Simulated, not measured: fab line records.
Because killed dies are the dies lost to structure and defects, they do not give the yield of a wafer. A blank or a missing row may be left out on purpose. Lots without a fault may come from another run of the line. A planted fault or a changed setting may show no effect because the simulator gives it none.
A lot that was struck, set against a sound lot || flow nand-harc || 15 out of 1159 route steps
Sound: these wafers, L874.2, L874.3, L874.5. Struck: wafers L882.4, L882.5, L882.6. The cause is named last.
Per side, at each step with rows, come the tool, then ch with its chambers, and then its first start. Under that, the readings that differ: sound wafers || struck wafers || difference of the means || sigmas: that difference in standard deviations of wafers without a fault.
alike: a reading whose means differ by less than 2 such deviations, as well as words and numbers matching on both sides. not compared: withheld readings; readings where some wafer has no value; bounds like >300 that might hide an equal value; numbers whose values overlap and for which the record gives no deviation.
The two part at a step that has a row with sigmas, a row that says differs or no value, or rows on one side only. Numbers that don't overlap but have no deviation are shown without sigmas and don't part them. A reading missing from all wafers of one side parts the sides only when that side holds two or more wafers.

first, 5 steps without rows for these wafers: NHARC_P_BONDPAD_SOFTBAKE_04 (time 70 s); NHARC_P_BONDPAD_EBR_05; NHARC_P_BONDPAD_EXPOSE_06 (exposes mask P BPAD); NHARC_P_BONDPAD_PEB_07 (peb time 80 s); NHARC_P_BONDPAD_DEVELOP_08 (time 50 s).
NHARC_P_BONDPAD_CD_MEAS_09: the cd target is 500 nm.
  sound on cd-sem-03 ch 0, day 7 22:03; struck on cd-sem-03 ch 0, day 9 16:20
  alike: cd-nm
NHARC_P_BONDPAD_OVL_MEAS_38:
  sound on overlay-02, day 7 22:08; struck on overlay-01, day 9 16:25
  alike: overlay-x-nm, overlay-y-nm
then, 1 step without rows for these wafers: NHARC_P_BONDPAD_HARDBAKE_10 (time 65 s).
NHARC_P_BONDPAD_DESCUM_11: chemistry O2, time 3 s.
  sound on rie-diel-10 ch 1,2,3, day 7 22:16; struck on rie-diel-06 ch 0,2,3, day 9 16:34
  alike: drypump-motor-current-A, oes-product-au, rf-vpp-V, showerhead-plenum-p-Torr, throttle-valve-pct
  not compared: rf-hours-counter-h
NHARC_P_BONDPAD_ETCH_37: etches the open film in N2/H2, target depth 60 nm, overetch 18 nm, time 65.91 s.
  sound on rie-diel-10 ch 1,2, day 7 22:20; struck on rie-diel-06 ch 0,2,3, day 9 16:40
  alike: drypump-motor-current-A, oes-product-au, rf-vpp-V, showerhead-plenum-p-Torr, throttle-valve-pct
  not compared: rf-hours-counter-h
NHARC_P_BONDPAD_ETCH_12: etches the open film in CHF3/O2, target depth 200 nm, time 100 s.
  sound on rie-diel-10 ch 0,3; struck on rie-diel-06 ch 0,2,3
{"reading": "oes-product-au (a.u.)", "sound": "0.982 0.964 0.962", "struck": "0.919 0.919 0.920", "difference": -0.050, "sigmas": -2}
  alike: chf3-flow-sccm, drypump-motor-current-A, rf-vpp-V, showerhead-plenum-p-Torr, throttle-valve-pct
  not compared: rf-hours-counter-h
NHARC_P_BONDPAD_CD_MEAS_13:
  sound on cd-sem-03, day 7 22:35; struck on cd-sem-02, day 9 16:56
  alike: cd-nm
NHARC_P_BONDPAD_STRIP_15: strips in O2.
  sound on rie-diel-10 ch 1,2, day 7 22:40; struck on rie-diel-10 ch 0,1, day 9 17:02
  no value came back on the struck wafers for any of 7 readings (bias-w (W), chamber-pressure-mTorr (mTorr) and others); on the sound wafers bias-w (W) reads 0 0 0
  not compared: rf-hours-counter-h
NHARC_P_BONDPAD_ETCH_24: etches the open film in CF4/N2, target depth 30 nm, time 72.99 s.
  sound on rie-diel-10 ch 0,1,3; struck on rie-diel-10 ch 0,3, day 9 17:10
  alike: drypump-motor-current-A, oes-product-au, rf-vpp-V, showerhead-plenum-p-Torr, throttle-valve-pct
  not compared: rf-hours-counter-h
-- jump in the record: it breaks off in module P_BONDPAD and resumes in module END (first step shown: number 1159 of the route), and 13 days separate the struck wafers' starts before and after --
NHARC_END_SORT_01:
  sound on prober-02 ch 0, day 21 13:41; struck on prober-02 ch 0, day 22 14:46
{"reading": "hold", "sound": "- - -", "struck": "await-dispo/3.2h/scrap await-dispo/3.2h/scrap await-dispo/3.2h/scrap", "difference": "no value on the sound wafers", "sigmas": ""}
{"reading": "defect-limited-yield (%)", "sound": "97.3 98.1 96.6", "struck": "0 0 0", "difference": -97, "sigmas": -61}
{"reading": "killed-at-periphery", "sound": "4 1 4", "struck": "644 641 646", "difference": "+641", "sigmas": "+99 or more"}
{"reading": "killed-dies", "sound": "18 13 23", "struck": "677 677 677", "difference": "+659", "sigmas": "+60"}
{"reading": "sort_bin_2_pct (%)", "sound": "1.2 0.1 1.3", "struck": "96.3 96.0 97.3", "difference": "+95.7", "sigmas": "+99 or more"}
{"reading": "sort-n-pass", "sound": "659 664 654", "struck": "0 0 0", "difference": -659, "sigmas": -60}
{"reading": "sort-rim-yield-pct (%)", "sound": "99.1 99.1 97.2", "struck": "0 0 0", "difference": -98, "sigmas": -34}
{"reading": "sort-yield-pct (%)", "sound": "97.3 98.1 96.6", "struck": "0 0 0", "difference": -97, "sigmas": -61}
  alike: killed-at-array, killed-at-other, killed-open, killed-short, sort_bin_3_pct, sort_bin_4_pct

## WHERE THEY PART
Last at NHARC_END_SORT_01 as far as this record goes, first at NHARC_P_BONDPAD_ETCH_12.

WHY: whatever the simulator had introduced
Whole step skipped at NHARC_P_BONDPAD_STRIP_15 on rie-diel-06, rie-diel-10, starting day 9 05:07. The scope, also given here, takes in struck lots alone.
